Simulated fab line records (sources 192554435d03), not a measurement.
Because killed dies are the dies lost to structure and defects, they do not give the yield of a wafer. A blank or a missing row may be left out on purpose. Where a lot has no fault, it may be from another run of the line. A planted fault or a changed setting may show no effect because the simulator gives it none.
fab line records | flow n5Finfet
record: lots: 7 wafers: 39
route steps=1938 shown BEOL_M14@1716 BEOL_M15@1827 PASSIVATION@1915
startH: hours from the record's first day to the start of the lot's first wafer shown | waitH: how many hours have passed since the lot's step before this one | " repeats the value in the row above | L1.1+2: a single row standing in for several wafers | - no value present, or no start provided | * or withheld: withheld | < > ~ a bound
route shown NAME@n: NAME is a module with steps in the file, n the number in the route of the first one | usual: average and standard deviation across the fault-free wafers | same: alike in all rows | chamber/n: place in a boat | sites: readings site by site | _std_site: standard deviation of those values | _edge_site: outer sites' mean less inner sites' | radiusMm: for every site, how far away it sits from the centre of the wafer | mask NAME#n: copy n | behind: the last tool/chamber to shape the wafer | hold: why the lot went on hold/how many hours it stayed there/how the hold came to an end | device: the n, p or np transistor that did not switch | end of line: the same wafers' tests at the end of the route | a step given without rows: its recipe and nothing more | killed: at the first sort, the dies lost to defects and structure; wafer yield is something else | map: the dies of a wafer, with x for killed, . for not killed, _ for no die there
set.NAME: the setting as run; set.NAME@STEP: as run at that earlier step | model.NAME: the simulator's own value behind a step, which no gauge read
lots run with intentionally changed settings; tables by step, rows by wafer
== steps ==
step: N5_BEOL_M14_ILD_DEP_00
recipe: material: SiO2 targetThkA: 11193 tempC: 400 precursor: TEOS/O2 pressureTorr: 6.5 rfW: 900 teosFlowSccm: 161.4 gas: O2 flowSccm: 2650 timeS: 237.4
columns lot.wafer tool chamber startH waitH set.targetThkA model.SiO2_of_BEOL_M14_ILD_DEP_00.thkNm
L077.1 pecvd-04 2 243.37 0.0 15800 1594
L077.2 " 1 " " 15800 1569
L077.3 " 0 " " 15800 1575
L077.4 " 0 " " 11193 1144
L077.5 " 2 " " 11193 1137
L077.6 " 1 " " 11193 1140
L079.1 pecvd-01 0 283.35 0.0 11193 1106
L079.2 " 2 " " 11193 1114
L079.3 " 1 " " 11193 1115
L079.4 " 2 " " 11193 1124
L079.5 " 0 " " 11193 1131
L079.6 " 1 " " 11193 1127
L081.1 pecvd-02 0 303.52 0.0 11193 1118
L081.2 " 1 " " 6577 678
L081.3 " 2 " " 11193 1124
L081.4 " 1 " " 6577 692.4
L081.5 " 0 " " 6577 685.2
L081.6 " 2 " " 11193 1126
L088.1 pecvd-01 1 333.09 0.0 11193 1092
L088.2 " 0 " " 11193 1102
L088.3 " 2 " " 11193 1096
L088.4 " 1 " " 6001 586.2
L088.5 " 0 " " 6001 576.8
L088.6 " 2 " " 6001 595
L089.1 pecvd-02 0 333.73 0.0 16010 1581
L089.2 " 1 " " 11193 1089
L089.3 " 2 " " 16010 1570
L089.4 " 1 " " 11193 1105
L089.5 " 2 " " 11193 1110
L089.6 " 0 " " 16010 1603
L092.1 pecvd-01 1 365.12 0.0 11193 1104
L092.2 " 0 " " 6652 650.2
L092.3 " 2 " " 6652 663.4
L092.4 " 2 " " 11193 1130
L092.5 " 1 " " 11193 1116
L092.6 " 0 " " 6652 649.8
L094.1 pecvd-01 2 365.64 0.0 11193 1108
L094.2 " 1 " " 11193 1104
L094.5 " 0 " " 11193 1133
step: N5_BEOL_M14_THK_MEAS_01
recipe: reads: SiO2_of_BEOL_M14_ILD_DEP_00
usual: M14_ILD_THK: 1114/15
columns lot.wafer tool chamber startH waitH set.targetThkA@BEOL_M14_ILD_DEP_00 M14_ILD_THK[nm]
L077.1 filmMetro-02 - 243.56 0.1 15800 1594
L077.2 " - " " 15800 1571
L077.3 " - " " 15800 1574
L077.4 " - " " 11193 1145
L077.5 " - " " 11193 1137
L077.6 " - " " 11193 1140
L079.1 filmMetro-01 - 283.54 0.1 11193 1107
L079.2 " - " " 11193 1114
L079.3 " - " " 11193 1115
L079.4 " - " " 11193 1124
L079.5 " - " " 11193 1131
L079.6 " - " " 11193 1128
L081.1 filmMetro-02 - 303.71 0.1 11193 1118
L081.2 " - " " 6577 678
L081.3 " - " " 11193 1124
L081.4 " - " " 6577 692
L081.5 " - " " 6577 686
L081.6 " - " " 11193 1126
L088.1 filmMetro-02 - 333.28 0.1 11193 1092
L088.2 " - " " 11193 1101
L088.3 " - " " 11193 1097
L088.4 " - " " 6001 586
L088.5 " - " " 6001 577
L088.6 " - " " 6001 595
L089.1 filmMetro-02 - 333.92 0.1 16010 1581
L089.2 " - " " 11193 1088
L089.3 " - " " 16010 1569
L089.4 " - " " 11193 1104
L089.5 " - " " 11193 1110
L089.6 " - " " 16010 1602
L092.1 filmMetro-01 - 365.31 0.1 11193 1103
L092.2 " - " " 6652 651
L092.3 " - " " 6652 663
L092.4 " - " " 11193 1130
L092.5 " - " " 11193 1116
L092.6 " - " " 6652 650
L094.1 filmMetro-01 - 365.83 0.1 11193 1108
L094.2 " - " " 11193 1103
L094.5 " - " " 11193 1132
step: N5_BEOL_M14_COAT_58
recipe: resist: BARC tempC: 205 timeS: 60 spinRpm: 1500 resistThkNm: 89
step: N5_BEOL_M14_COAT_04
recipe: spinRpm: 1704 resistThkNm: 800
step: N5_BEOL_M14_DESCUM_15
recipe: chemistry: O2 timeS: 7.9 sourcePowerW: 50 biasPowerW: 20 pressureMtorr: 20 rfFrequencyHz: 2.712e+07 tempC: 40 o2FlowSccm: 225
step: N5_BEOL_M14_ETCH_59
recipe: chemistry: N2/H2 target: BARC targetDepthA: 890 overetchA: 267 timeS: 67.9 ionEnergyEv: 200 pressureMtorr: 30 sourceW: 840 biasW: 150 n2FlowSccm: 200 h2FlowSccm: 200
step: N5_BEOL_M14_VIA_ETCH_16
recipe: chemistry: C4F8/O2/Ar target: SiO2 heInnerTorr: 15 heOuterTorr: 30 targetDepthA: 12313 timeS: withheld ionEnergyEv: 800 pressureMtorr: 20 sourceW: 1905 biasW: 2040 Ar_flow_sccm: 400 C4F8_flow_sccm: 16 O2_flow_sccm: 12 ends: cleared
columns lot.wafer tool chamber startH waitH set.targetThkA@BEOL_M14_ILD_DEP_00 model.etch.depthNm model.coat_of_BEOL_M14_COAT_04.thkNm
L077.1 rieDiel-04 1 244.05 0.0 15800 1594 348.4
L077.2 " 2 " " 15800 1569 351
L077.3 " 3 " " 15800 1575 343.6
L077.4 " 0 " " 11193 1144 451.2
L077.5 " 2 " " 11193 1137 453.4
L077.6 " 3 " " 11193 1140 449.6
L079.1 rieDiel-01 2 284.02 0.0 11193 1106 460.4
L079.2 " 0 " " 11193 1114 459.4
L079.3 " 1 " " 11193 1115 458.4
L079.4 " 3 " " 11193 1124 452.8
L079.5 " 1 " " 11193 1131 454.6
L079.6 " 0 " " 11193 1127 457.2
L081.1 rieDiel-04 1 304.31 0.0 11193 1118 458.4
L081.2 " 3 " " 6577 678.1 556.8
L081.3 " 2 " " 11193 1124 452.8
L081.4 " 0 " " 6577 692.4 555.2
L081.5 " 1 " " 6577 685.2 558.4
L081.6 " 2 " " 11193 1126 455.6
L088.1 rieDiel-04 2 333.76 0.0 11193 1092 465
L088.2 " 1 " " 11193 1102 462.8
L088.3 " 3 " " 11193 1096 463.8
L088.4 " 0 " " 6001 586.2 583.2
L088.5 " 1 " " 6001 576.8 587.2
L088.6 " 2 " " 6001 595.1 579.2
L089.1 rieDiel-03 0 334.96 0.0 16010 1581 344
L089.2 " 1 " " 11193 1089 460.4
L089.3 " 3 " " 16010 1570 351.8
L089.4 " 0 " " 11193 1105 456
L089.5 " 1 " " 11193 1110 454.2
L089.6 " 3 " " 16010 1603 345.6
L092.1 rieDiel-03 3 365.94 0.0 11193 1104 460.2
L092.2 " 2 " " 6652 650.2 566.4
L092.3 " 1 " " 6652 663.3 563.2
L092.4 " 0 " " 11193 1130 452.4
L092.5 " 0 " " 11193 1116 454.8
L092.6 " 1 " " 6652 649.8 562.4
L094.1 rieDiel-04 3 366.93 0.0 11193 1108 457.2
L094.2 " 0 " " 11193 1104 461
L094.5 " 1 " " 11193 1133 457.8
step: N5_BEOL_M14_STRIP_63
recipe: chemistry: O2 powerW: 600 tempC: 60 pressureMtorr: 30 rfFrequencyHz: 6e+07 biasPowerW: 0 overashFraction: 0.3 o2FlowSccm: 225
step: N5_BEOL_M14_STRIP_64
recipe: chemistry: O2 powerW: 600 tempC: 60 pressureMtorr: 30 rfFrequencyHz: 6e+07 biasPowerW: 0 overashFraction: 0.3 o2FlowSccm: 225
step: N5_BEOL_M14_STRIP_71
recipe: chemistry: postEtchResidueRemover timeS: 60 tempC: 25 removerPh: withheld removerWaterWtPct: withheld removerFluorideWtPct: withheld
step: N5_BEOL_M14_SRD_72
recipe: timeS: 30 tempC: 23 rinseLiquid: diw dry: n2Spin spinRpm: 1500 dryTimeS: 30
step: N5_BEOL_M14_CD_MEAS_17
recipe: targetCdNm: 250 polarity: opening
usual: cdNm: 250.5/1.6
columns lot.wafer tool chamber startH waitH set.targetThkA@BEOL_M14_ILD_DEP_00 cdNm
L077.1 cdSem-03 - 244.40 0.0 15800 254.4
L077.2 " - " " 15800 256.5
L077.3 " - " " 15800 254.8
L077.4 " - " " 11193 250.4
L077.5 " - " " 11193 251.9
L077.6 " - " " 11193 251.8
L079.1 cdSem-03 - 284.38 0.0 11193 249.3
L079.2 " - " " 11193 249.3
L079.3 " - " " 11193 251.0
L079.4 " - " " 11193 252.2
L079.5 " - " " 11193 249.7
L079.6 " - " " 11193 249.7
L081.1 cdSem-01 - 304.66 0.0 11193 246.6
L081.2 " - " " 6577 243.9
L081.3 " - " " 11193 247.2
L081.4 " - " " 6577 244.1
L081.5 " - " " 6577 243.5
L081.6 " - " " 11193 249.5
L088.1 cdSem-02 - 334.11 0.0 11193 252.7
L088.2 " - " " 11193 249.7
L088.3 " - " " 11193 251.4
L088.4 " - " " 6001 247.0
L088.5 " - " " 6001 245.7
L088.6 " - " " 6001 247.2
L089.1 cdSem-02 - 335.31 0.0 16010 253.3
L089.2 " - " " 11193 249.1
L089.3 " - " " 16010 253.8
L089.4 " - " " 11193 248.1
L089.5 " - " " 11193 249.9
L089.6 " - " " 16010 253.0
L092.1 cdSem-01 - 366.28 0.0 11193 250.8
L092.2 " - " " 6652 247.4
L092.3 " - " " 6652 248.6
L092.4 " - " " 11193 251.7
L092.5 " - " " 11193 252.3
L092.6 " - " " 6652 248.2
L094.1 cdSem-03 - 367.27 0.0 11193 250.7
L094.2 " - " " 11193 251.2
L094.5 " - " " 11193 249.5
step: N5_BEOL_M15_DEP_53
recipe: material: SiCN targetThkA: 500 tempC: withheld precursor: 3MS/NH3 pressureTorr: 3 rfW: 675 timeS: 17.8
columns lot.wafer tool chamber startH waitH set.timeS model.SiCN_of_BEOL_M15_DEP_53.thkNm
L077.1 pecvd-03 0 254.54 0.0 11.33 31
L077.2 " 2 " " 17.8 49
L077.3 " 1 " " 11.33 31.2
L077.4 " 0 " " 11.33 31.6
L077.5 " 2 " " 17.8 49.4
L077.6 " 1 " " 17.8 49.2
L079.1 pecvd-04 2 295.14 0.0 27.06 75.2
L079.2 " 1 " " 17.8 50
L079.3 " 0 " " 17.8 50.2
L079.4 " 2 " " 17.8 50.4
L079.5 " 1 " " 27.06 76.2
L079.6 " 0 " " 27.06 76
L081.1+6 pecvd-04 1 318.76 0.0 17.8 50
L081.2 " 0 " " 17.8 49.6
L081.3 " 2 " " 17.8 49
L081.4 " 2 " " 17.8 49.8
L081.5 " 0 " " 17.8 50.4
L088.1+3 pecvd-02 1,2 346.89 0.0 17.8 49.8
L088.2 " 0 " " 17.8 49.2
L088.4 " 0 " " 17.8 50.2
L088.5 " 1 " " 17.8 50.8
L088.6 " 2 " " 17.8 50.4
L089.1+3 pecvd-04 2,0 347.38 0.0 17.8 49.6
L089.2+5 " 1,2 " " 17.8 50
L089.4 " 0 " " 17.8 51.2
L089.6 " 1 " " 17.8 50.6
L092.1 pecvd-04 0 379.35 0.0 17.8 49
L092.2 " 2 " " 12.43 34.8
L092.3 " 1 " " 17.8 50
L092.4 " 2 " " 12.43 35.2
L092.5 " 1 " " 12.43 35.6
L092.6 " 0 " " 17.8 50.8
L094.1 pecvd-02 0 384.09 0.0 17.8 49.6
L094.2+5 " 1 " " 17.8 50.4
step: N5_PASSIVATION_PECVD_53
recipe: material: SiO2 targetThkA: 8000 tempC: 400 precursor: TEOS/O2 pressureTorr: 6.5 rfW: withheld teosFlowSccm: withheld gas: O2 flowSccm: 2650 timeS: 169.4
columns lot.wafer tool chamber startH waitH set.timeS model.SiO2_of_PASSIVATION_PECVD_53.thkNm
L077.1 pecvd-02 2 264.30 0.0 169.4 795.4
L077.2 " 1 " " 95.78 451.2
L077.3 " 0 " " 95.78 456.4
L077.4 " 2 " " 95.78 456.6
L077.5 " 1 " " 169.4 800.6
L077.6 " 0 " " 169.4 810
L079.1 pecvd-02 1 307.25 0.0 169.4 792.8
L079.2 " 0 " " 169.4 790.2
L079.3 " 0 " " 169.4 807
L079.4 " 1 " " 169.4 800.2
L079.5 " 1 " " 169.4 800
L079.6 " 0 " " 169.4 808.6
L081.1 pecvd-03 0 329.24 0.0 169.4 793
L081.2 " 2 " " 87.72 398.8
L081.3 " 1 " " 87.72 409
L081.4 " 1 " " 169.4 794.6
L081.5 " 2 " " 87.72 410.6
L081.6 " 0 " " 169.4 808.4
L088.1 pecvd-02 0 359.02 0.0 169.4 802.6
L088.2 " 2 " " 169.4 789.4
L088.3 " 1 " " 169.4 778.4
L088.4 " 1 " " 169.4 789
L088.5 " 2 " " 169.4 813.4
L088.6 " 0 " " 169.4 812.8
L089.1 pecvd-02 1 359.44 0.0 169.4 774.8
L089.2 " 2 " " 169.4 788.6
L089.3 " 0 " " 169.4 787.4
L089.4 " 1 " " 169.4 787.8
L089.5 " 0 " " 169.4 808.8
L089.6 " 2 " " 169.4 807.6
L092.1 pecvd-04 0 389.64 0.0 207.1 952.8
L092.2 " 1 " " 207.1 964
L092.3 " 0 " " 207.1 972
L092.4 " 1 " " 169.4 813
L092.5 " 1 " " 169.4 799.2
L092.6 " 0 " " 169.4 800.4
L094.1 pecvd-03 0 393.05 0.0 169.4 787.4
L094.2 " 2 " " 169.4 775.4
L094.5 " 0 " " 169.4 794.4
== key ==
split: step: N5_BEOL_M14_ILD_DEP_00 setting: targetThkA stated: 11193 by: wafer
response: step: N5_BEOL_M14_ILD_DEP_00 reading: model.SiO2_of_BEOL_M14_ILD_DEP_00.thkNm change: +11 per: 1% r: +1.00
response: step: N5_BEOL_M14_THK_MEAS_01 reading: M14_ILD_THK change: +11 per: 1% r: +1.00
response: step: N5_BEOL_M14_VIA_ETCH_16 reading: model.etch.depthNm change: +11 per: 1% r: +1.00
response: step: N5_BEOL_M14_VIA_ETCH_16 reading: model.coat_of_BEOL_M14_COAT_04.thkNm change: -2.55 per: 1% r: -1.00
response: step: N5_BEOL_M14_CD_MEAS_17 reading: cdNm change: +0.0954 per: 1% r: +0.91
split: step: N5_BEOL_M15_DEP_53 setting: timeS stated: 17.8 by: wafer
response: step: N5_BEOL_M15_DEP_53 reading: model.SiCN_of_BEOL_M15_DEP_53.thkNm change: +0.492 per: 1% r: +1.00
split: step: N5_PASSIVATION_PECVD_53 setting: timeS stated: 169.4 by: wafer
response: step: N5_PASSIVATION_PECVD_53 reading: model.SiO2_of_PASSIVATION_PECVD_53.thkNm change: +7.97 per: 1% r: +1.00
